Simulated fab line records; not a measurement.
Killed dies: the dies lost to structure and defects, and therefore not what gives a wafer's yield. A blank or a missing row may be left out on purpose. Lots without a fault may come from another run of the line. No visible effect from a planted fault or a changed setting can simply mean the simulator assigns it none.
Chamber matching -- flow n5_finfet -- N5_BEOL_M3_ALD_84 on ald_metal-02 has 4 sister chambers
The step deposits TaN, pulse time 2 s, purge time 3 s, co reactant purge time 2 s. 8 wafers are shown with their chamber, then 8 later ones without.

== EACH WAFER AND ITS CHAMBER ==
wafer,chamber,heater_power_w (W),susceptor_temp_C (C)
L084.3,3,305,275.15
L084.5,1,400,275.18
L087.1,1,395,274.93
L087.2,2,399,274.90
L087.5,2,406,274.97
L090.5,3,306,274.88
L090.6,0,477,275.01
L091.1,0,468,275.13

== WAFERS MISSING THEIR CHAMBER ==
wafer,heater_power_w (W),susceptor_temp_C (C)
L091.2,401,274.96
L091.4,300,274.76
L095.1,459,275.03
L095.3,300,274.94
L095.6,396,275.11
L097.1,393,274.88
L097.3,480,274.87
L097.6,396,275.05

== CHAMBER TAKEN BY EACH ==
wafer,from the rows above,in truth
L091.2,can't be placed: 2 or 1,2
L091.4,3,3
L095.1,0,0
L095.3,3,3
L095.6,can't be placed: 1 or 2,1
L097.1,can't be placed: 1 or 2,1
L097.3,0,0
L097.6,can't be placed: 1 or 2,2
Correctly placed: 4 of 8. From these rows, 4 cannot be placed; in 4 the true chamber is one of the candidates. Placed wrongly: 0.
How it was worked out, from the rows above alone: a wafer's distance from a chamber is the root of the sum, over the readings, of the square of ((its reading less the chamber's mean) divided by the reading's scatter). The wafer belongs to the nearest chamber; if the next one is less than 2 further off, it can't be placed. The mean given for a chamber averages the wafers shown for that chamber. The scatter is the square root of a quotient: the sum, over the shown wafers, of each reading's squared deviation from its chamber's mean, divided by wafers minus chambers.
